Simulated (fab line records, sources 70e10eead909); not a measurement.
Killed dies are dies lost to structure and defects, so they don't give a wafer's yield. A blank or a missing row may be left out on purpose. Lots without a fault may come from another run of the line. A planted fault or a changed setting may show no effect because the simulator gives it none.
Which tool did it? | flow nand_harc | 11 lots, 33 wafers sampled, at 6 steps of a route of 1302

WHAT THE GAUGES READ, wafer by wafer
NHARC_A_M0_CD_MEAS_09: target cd 80 nm. Usual: cd_nm 80.0 nm, standard deviation 0.76.
lot  | measured     | on        | cd_nm (nm)      | flag
L278 | day 22 20:14 | cd_sem-01 | 80.4 79.7 80.7  |
L277 | day 23 08:02 | cd_sem-01 | 80.5 79.4 80.7  |
L279 | day 23 19:16 | cd_sem-03 | 79.9 79.3 80.2  |
L281 | day 24 06:49 | cd_sem-02 | 80.0 80.4 79.7  |
L282 | day 26 00:28 | cd_sem-02 | 80.2 80.6 80.2  |
L284 | day 26 08:43 | cd_sem-03 | 80.1 80.5 81.4  |
L285 | day 26 13:11 | cd_sem-01 | 81.5 81.1 80.5  |
L286 | day 27 07:34 | cd_sem-01 | 101.2 99.9 99.7 | OFF
L293 | day 29 20:19 | cd_sem-03 | 95.8 95.8 96.6  | OFF
L295 | day 30 09:25 | cd_sem-02 | 95.0 94.7 96.0  | OFF
L298 | day 31 17:07 | cd_sem-01 | 80.7 80.8 81.6  |

NHARC_A_M0_INSPECT_11. Usual: raw_defect_count 82, standard deviation 26.
lot  | measured     | on                | raw_defect_count | flag
L278 | day 22 20:22 | defect_inspect-02 | 86 76 84         |
L277 | day 23 08:10 | defect_inspect-02 | 111 99 112       |
L279 | day 23 19:24 | defect_inspect-02 | 148 141 170      |
L281 | day 24 06:56 | defect_inspect-01 | 73 54 72         |
L282 | day 26 00:35 | defect_inspect-02 | 70 88 76         |
L284 | day 26 08:51 | defect_inspect-01 | 88 89 76         |
L285 | day 26 13:19 | defect_inspect-02 | 78 76 79         |
L286 | day 27 07:41 | defect_inspect-01 | 90 85 91         |
L293 | day 29 20:27 | defect_inspect-02 | 69 79 68         |
L295 | day 30 09:32 | defect_inspect-02 | 44 46 41         |
L298 | day 31 17:15 | defect_inspect-01 | 104 86 95        |

NHARC_END_SORT_01. Usual: defect_limited_yield 91.2 %, standard deviation 1.8; killed_at_array 55, standard deviation 12; killed_at_other 1.0, standard deviation 1.2; killed_at_periphery 3.9, standard deviation 2.6; killed_dies 60, standard deviation 12; killed_open 3.3, standard deviation 1.9; killed_short 2.5, standard deviation 1.8.
lot  | measured     | on        | defect_limited_yield (%) | killed_at_array | killed_at_other | killed_at_periphery | killed_dies | killed_open | killed_short | flag
L285 | day 28 06:38 | prober-02 | 90.1 89.8 91.3           | 57 51 54        | 2 4 1           | 8 14 4              | 67 69 59    | 9 7 6       | 5 3 2        |
L286 | day 28 22:22 | prober-02 | 92.6 91.3 91.1           | 47 55 57        | 1 2 1           | 2 2 2               | 50 59 60    | 2 1 2       | 2 3 3        |
L295 | day 32 03:32 | prober-02 | 93.6                     | 37              | 0               | 6                   | 43          | 2           | 6            |

WHICH TOOL RAN EACH LOT (tool, then ch and the chambers of the sampled wafers, then the start)
lot  | NHARC_A_M0_EXPOSE_06               | NHARC_A_M0_DESCUM_14               | NHARC_A_M0_ETCH_15
L278 | arfi_scanner-03 ch 0, day 22 20:06 | rie_diel-12 ch 0,2, day 22 20:25   | rie_diel-12 ch 0,1, no start
L277 | arfi_scanner-03 ch 0, day 23 07:54 | rie_diel-12 ch 1,2,3, day 23 08:14 | rie_diel-12 ch 0,1, no start
L279 | arfi_scanner-02 ch 0, day 23 19:08 | rie_diel-01 ch 0,1,3, day 23 19:28 | rie_diel-01 ch 1,2,3, no start
L281 | arfi_scanner-03 ch 0, day 24 06:40 | rie_diel-04 ch 2,3, day 24 07:00   | rie_diel-04 ch 0,3, no start
L282 | arfi_scanner-01 ch 0, day 26 00:19 | rie_diel-04 ch 1,2,3, day 26 00:38 | rie_diel-04 ch 0,1,3, no start
L284 | arfi_scanner-03 ch 0, day 26 08:35 | rie_diel-01 ch 1,2,3, day 26 08:55 | rie_diel-01 ch 2,3, no start
L285 | arfi_scanner-02 ch 0, day 26 13:03 | rie_diel-01 ch 0,1,2, day 26 13:23 | rie_diel-01 ch 0,1,3, day 28 06:38 or earlier
L286 | arfi_scanner-03 ch 0, day 27 07:25 | rie_diel-04 ch 0,1,3, day 27 07:45 | rie_diel-04 ch 0,1,3, day 28 22:22 or earlier
L293 | arfi_scanner-03 ch 0, day 29 20:11 | rie_diel-01 ch 0,3, day 29 20:31   | rie_diel-01 ch 0,3, no start
L295 | arfi_scanner-03 ch 0, day 30 09:17 | rie_diel-01 ch 2,3, day 30 09:36   | rie_diel-01 ch 0,2, day 32 03:32 or earlier
L298 | arfi_scanner-02 ch 0, day 31 16:59 | rie_diel-12 ch 0,2,3, day 31 17:19 | rie_diel-12 ch 0,1,3, no start
- NHARC_A_M0_EXPOSE_06: exposes mask A M0, target cd 80 nm.
- NHARC_A_M0_DESCUM_14: chemistry O2, time 3 s.
- NHARC_A_M0_ETCH_15: etches the open film in C4F8/Ar, target depth 150 nm, overetch 15 nm, time 82.5 s.

WHAT THE TOOLS THEMSELVES READ (means of the sampled wafers that have a number; where no wafer has one, the mark that the record gives instead)
NHARC_A_M0_EXPOSE_06. Usual: exposure_dose_mJ_cm2 83.17, standard deviation 0.088; focus_offset_nm 0.0 nm, standard deviation 0.56; stage_vel_mm_s 499.98 mm/s, standard deviation 0.27.
lot  | tool            | exposure_dose_mJ_cm2 | focus_offset_nm (nm) | stage_vel_mm_s (mm/s) | flag
L278 | arfi_scanner-03 | 83.19                | -0.4                 | 500.03                |
L277 | arfi_scanner-03 | 83.28                | -0.5                 | 500.29                |
L279 | arfi_scanner-02 | 83.11                | -0.1                 | 499.72                |
L281 | arfi_scanner-03 | 83.36                | 0.7                  | 500.09                |
L282 | arfi_scanner-01 | 83.15                | 0.3                  | 499.72                |
L284 | arfi_scanner-03 | 83.20                | 0.2                  | 500.13                |
L285 | arfi_scanner-02 | 83.14                | 0.4                  | 499.85                |
L286 | arfi_scanner-03 | 112.85               | 0.4                  | 500.21                | OFF
L293 | arfi_scanner-03 | 106.97               | -0.1                 | 499.88                | OFF
L295 | arfi_scanner-03 | 104.54               | -0.4                 | 500.12                | OFF
L298 | arfi_scanner-02 | 83.06                | 0.0                  | 500.11                |

NHARC_A_M0_DESCUM_14. Usual: drypump_motor_current_A 5.8 A, standard deviation 0.56; mfc_ar_sccm 0.005 sccm, standard deviation 0.0085; oes_product_au 1.001 a.u., standard deviation 0.01; rf_vpp_V 57.7 V, standard deviation 0.93; showerhead_plenum_p_Torr 1.91 Torr, standard deviation 0.078; throttle_valve_pct 11.312 %, standard deviation 0.0093.
lot  | tool        | drypump_motor_current_A (A) | mfc_ar_sccm (sccm) | oes_product_au (a.u.) | rf_vpp_V (V) | showerhead_plenum_p_Torr (Torr) | throttle_valve_pct (%) | flag
L278 | rie_diel-12 | 6.7                         | 0.008              | 0.984                 | 57.6         | 1.90                            | 11.310                 |
L277 | rie_diel-12 | 5.8                         | 0.004              | 0.996                 | 57.2         | 1.81                            | 11.308                 |
L279 | rie_diel-01 | 5.6                         | 0.008              | 1.001                 | 57.9         | 1.92                            | 11.318                 |
L281 | rie_diel-04 | 6.3                         | 0.004              | 1.007                 | 57.2         | 1.91                            | 11.311                 |
L282 | rie_diel-04 | 6.0                         | 0.004              | 1.000                 | 56.9         | 1.88                            | 11.309                 |
L284 | rie_diel-01 | 5.9                         | 0.008              | 1.002                 | 57.6         | 1.95                            | 11.309                 |
L285 | rie_diel-01 | 5.4                         | 0.000              | 1.005                 | 58.2         | 1.97                            | 11.307                 |
L286 | rie_diel-04 | 6.0                         | 0.000              | 1.001                 | 57.7         | 1.86                            | 11.313                 |
L293 | rie_diel-01 | 5.7                         | 0.008              | 0.999                 | 56.9         | 1.88                            | 11.320                 |
L295 | rie_diel-01 | 6.3                         | 0.015              | 0.998                 | 57.6         | 1.89                            | 11.310                 |
L298 | rie_diel-12 | 6.4                         | 0.005              | 0.987                 | 58.7         | 1.87                            | 11.311                 |

NHARC_A_M0_ETCH_15. Usual: oes_product_au 0.948 a.u., standard deviation 0.025; rf_vpp_V 440.8 V, standard deviation 2.5.
lot  | tool        | oes_product_au (a.u.) | rf_vpp_V (V) | flag
L278 | rie_diel-12 | 0.960                 | 438.6        |
L277 | rie_diel-12 | 0.923                 | 440.4        |
L279 | rie_diel-01 | 0.925                 | 442.5        |
L281 | rie_diel-04 | 0.966                 | 440.9        |
L282 | rie_diel-04 | 0.964                 | 439.9        |
L284 | rie_diel-01 | 0.966                 | 440.8        |
L285 | rie_diel-01 | 0.973                 | 440.7        |
L286 | rie_diel-04 | 0.926                 | 439.7        |
L293 | rie_diel-01 | 0.925                 | 439.7        |
L295 | rie_diel-01 | 0.930                 | 442.1        |
L298 | rie_diel-12 | 0.915                 | 438.4        |

THE ANSWER, worked out from the rows above alone
Rule: a lot is off if the mean of its wafers that have a number lies more than 3 standard deviations from the usual mean. A lot without any number at a reading at which 4 lots or more have one is off too. The other lots that the step has rows for count as sound. The gauges are gone through in route order, then the tools' own readings, and for those a lot's mean is taken as printed above. The first step at which some lot is off is used, and at that step the reading that is off furthest; a lot without a number counts as furthest.
Off: L286, L293, L295, at NHARC_A_M0_CD_MEAS_09 (cd_nm).
A tool fits if, at a process step before that reading, it ran every lot that is off, and no sound lot after the first of them. The gauges at NHARC_A_M0_CD_MEAS_09 aren't tried: what is off there is off at NHARC_A_M0_EXPOSE_06 too, on other tools, and a gauge's error can't cause that. One fits: arfi_scanner-03 at NHARC_A_M0_EXPOSE_06. Its last sound lot is L284 (day 26 08:35), its first lot that is off L286 (day 27 07:25): a fault that began between those two fits.
The tool's own readings at NHARC_A_M0_EXPOSE_06 bear it out: on the lots that are off they differ by more than 5 times the standard deviation of the sound lots' means. exposure_dose_mJ_cm2 reads 108.12 there against 83.19 on the sound lots.

WHAT THE SIMULATOR HAD PUT IN
Process parameter drift: arfi_scanner-03, from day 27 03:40 on, at NHARC_A_M0_EXPOSE_06. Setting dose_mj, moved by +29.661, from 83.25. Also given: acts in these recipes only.
Lots struck among those shown: L286, L293, L295. The rule above found the same.
